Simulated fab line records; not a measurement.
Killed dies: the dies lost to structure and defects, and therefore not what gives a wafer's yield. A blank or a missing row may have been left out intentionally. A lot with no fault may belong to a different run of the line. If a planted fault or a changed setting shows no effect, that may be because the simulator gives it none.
Which tool was responsible? | flow nand harc | 14 lots, 42 wafers sampled, at 5 steps of a route of 1302

WHAT EACH GAUGE READ, for each wafer
NHARC_THIN_TSV_CD_MEAS_37.
lot  | measured     | on        | cd nm (nm)
L233 | day 24 19:31 | cd sem-01 | 5003.9 5001.7 4998.6
L235 | day 25 01:01 | cd sem-03 | 5004.8 5002.9 5006.2
L236 | day 25 10:57 | cd sem-02 | 5005.2 5003.3 4997.7
L237 | day 26 05:51 | cd sem-01 | 4999.8 4993.8 4996.7
L238 | day 26 07:01 | cd sem-02 | 4996.0 4999.2 4997.3
L239 | day 26 21:27 | cd sem-01 | 4996.8 4997.3 4998.0
L243 | day 29 00:10 | cd sem-01 | 5003.7 4998.8 5002.2
L241 | day 29 01:09 | cd sem-02 | 5000.7 5002.2 5000.3
L245 | day 29 04:14 | cd sem-03 | 4996.7 4995.5 4997.5
L244 | day 29 05:21 | cd sem-02 | 5003.1 4999.8 5001.9
L242 | day 29 08:35 | cd sem-03 | 5000.2 5003.1 5000.1
L246 | day 30 04:55 | cd sem-03 | 5001.4 4997.9 4999.3
L249 | day 30 21:32 | cd sem-02 | 4998.5 5003.4 4999.3
L247 | day 31 10:44 | cd sem-02 | 4998.4 5001.1 5000.9

NHARC_END_SORT_01.
lot  | measured     | on        | defect limited yield (%) | killed at array | killed at other | killed at periphery | killed dies | killed open | killed short
L243 | day 29 10:19 | prober-01 | 87.1 89.5 88.0           | 85 68 77        | 1 1 0           | 1 2 4               | 87 71 81    | 2 3 4       | 3 2 3
L246 | day 30 13:25 | prober-01 | 84.8 82.6 82.1           | 39 37 51        | 60 75 63        | 4 6 7               | 103 118 121 | 3 3 5       | 1 0 6
L249 | day 31 05:10 | prober-02 | 84.9 83.3 85.4           | 47 48 45        | 54 62 53        | 1 3 1               | 102 113 99  | 2 2 4       | 1 2 1
L247 | day 31 22:25 | prober-01 | 84.3 81.7 84.6           | 44 46 50        | 61 73 51        | 1 5 3               | 106 124 104 | 2 2 6       | 2 4 2

EACH LOT AND THE TOOL THAT RAN IT (in order: tool; ch and the chambers of the sampled wafers; start)
lot  | NHARC_THIN_TSV_STRIP_62              | NHARC_THIN_TSV_PVD_51        | NHARC_THIN_TSV_ANNEAL_52
L233 | plasma asher-01 ch 0,1, day 24 14:46 | pvd sputter-03, day 24 15:13 | rtp anneal-01 ch 0, day 24 16:08
L235 | plasma asher-01 ch 0,1, day 24 19:57 | pvd sputter-03, day 24 20:24 | rtp anneal-02 ch 0, day 24 21:19
L236 | plasma asher-02 ch 0,1, day 25 06:11 | pvd sputter-03, day 25 06:40 | rtp anneal-02 ch 0, day 25 07:33
L237 | plasma asher-02 ch 0,1, day 26 01:00 | pvd sputter-02, day 26 01:34 | rtp anneal-01 ch 0, day 26 02:28
L238 | plasma asher-01 ch 0,1, day 26 02:14 | pvd sputter-01, day 26 02:40 | rtp anneal-01 ch 0, day 26 03:36
L239 | plasma asher-01 ch 0,1, day 26 16:44 | pvd sputter-03, day 26 17:10 | rtp anneal-01 ch 0, day 26 18:10
L243 | plasma asher-01 ch 0,1, day 28 19:23 | pvd sputter-03, day 28 19:52 | rtp anneal-02 ch 0, day 28 20:46
L241 | plasma asher-02 ch 0,1, day 28 20:25 | pvd sputter-02, day 28 20:52 | rtp anneal-02 ch 0, day 28 21:46
L245 | plasma asher-01 ch 0,1, day 28 23:28 | pvd sputter-03, day 28 23:55 | rtp anneal-01 ch 0, day 29 00:48
L244 | plasma asher-01 ch 0,1, day 29 00:43 | pvd sputter-03, day 29 01:11 | rtp anneal-02 ch 0, day 29 02:04
L242 | plasma asher-01 ch 0,1, day 29 03:51 | pvd sputter-03, day 29 04:19 | rtp anneal-01 ch 0, day 29 05:16
L246 | plasma asher-02 ch 1, day 30 00:12   | pvd sputter-03, day 30 00:40 | rtp anneal-02 ch 0, day 30 01:40
L249 | plasma asher-01 ch 0,1, day 30 16:37 | pvd sputter-03, day 30 17:04 | rtp anneal-01 ch 0, day 30 18:07
L247 | plasma asher-01 ch 1, day 31 05:55   | pvd sputter-03, day 31 06:24 | rtp anneal-01 ch 0, day 31 07:20
- NHARC_THIN_TSV_STRIP_62: strips in N2/H2, time 20 s.
- NHARC_THIN_TSV_PVD_51: deposits Cu, target thk 100 nm.
- NHARC_THIN_TSV_ANNEAL_52: time 90 s.

WHAT THE TOOLS THEMSELVES READ (means of the sampled wafers that have a number; where no wafer has one, the mark that the record gives instead)
NHARC_THIN_TSV_STRIP_62.
lot  | tool            | drypump motor current A (A) | heater power w (W)
L233 | plasma asher-01 | 5.7                         | 343
L235 | plasma asher-01 | 5.7                         | 325
L236 | plasma asher-02 | 6.4                         | 339
L237 | plasma asher-02 | 6.2                         | 328
L238 | plasma asher-01 | 5.7                         | 331
L239 | plasma asher-01 | 5.7                         | 342
L243 | plasma asher-01 | 5.7                         | 329
L241 | plasma asher-02 | 6.1                         | 331
L245 | plasma asher-01 | 5.7                         | 341
L244 | plasma asher-01 | 5.7                         | 324
L242 | plasma asher-01 | 5.7                         | 328
L246 | plasma asher-02 | 6.0                         | 313
L249 | plasma asher-01 | 5.7                         | 321
L247 | plasma asher-01 | 5.7                         | 360

NHARC_THIN_TSV_PVD_51.
lot  | tool           | throttle valve pct (%)
L233 | pvd sputter-03 | 29.7
L235 | pvd sputter-03 | 30.1
L236 | pvd sputter-03 | 29.3
L237 | pvd sputter-02 | 30.6
L238 | pvd sputter-01 | 30.1
L239 | pvd sputter-03 | 29.3
L243 | pvd sputter-03 | 29.4
L241 | pvd sputter-02 | 31.2
L245 | pvd sputter-03 | 31.0
L244 | pvd sputter-03 | 29.8
L242 | pvd sputter-03 | 29.8
L246 | pvd sputter-03 | 30.7
L249 | pvd sputter-03 | 30.4
L247 | pvd sputter-03 | 29.7

NHARC_THIN_TSV_ANNEAL_52.
lot  | tool          | wafer_temp_C_max
L233 | rtp anneal-01 | 225.9
L235 | rtp anneal-02 | 226.7
L236 | rtp anneal-02 | 226.7
L237 | rtp anneal-01 | 225.8
L238 | rtp anneal-01 | 225.8
L239 | rtp anneal-01 | 225.8
L243 | rtp anneal-02 | 226.4
L241 | rtp anneal-02 | 226.7
L245 | rtp anneal-01 | 225.7
L244 | rtp anneal-02 | 226.6
L242 | rtp anneal-01 | 225.8
L246 | rtp anneal-02 | 226.6
L249 | rtp anneal-01 | 226.1
L247 | rtp anneal-01 | 226.1

THE ANSWER, worked out from the rows above alone
Rule: usual is defined by the lots themselves. Put in order of their means at a reading, lots are off if they are a third of the lots or fewer, leave a main group of 4 or more, and stand apart from it by a gap of 3 or more times the standard deviation of the main group's means; of several such gaps the widest counts. Not used: any main group whose means are identical at the precision the tables above print for the reading. Also off: a lot with no number at a reading for which 4 or more lots have one. The other lots that the step has rows for count as sound. Order of review: gauges by route order, followed by the tools' own readings, for which a lot's mean as printed above is used. The first step at which some lot is off is used, and at that step the reading that is off furthest; a lot without a number counts as furthest.
Nothing can be told from this: no lot is off at any reading shown.

WHAT HAD BEEN PUT IN BY THE SIMULATOR
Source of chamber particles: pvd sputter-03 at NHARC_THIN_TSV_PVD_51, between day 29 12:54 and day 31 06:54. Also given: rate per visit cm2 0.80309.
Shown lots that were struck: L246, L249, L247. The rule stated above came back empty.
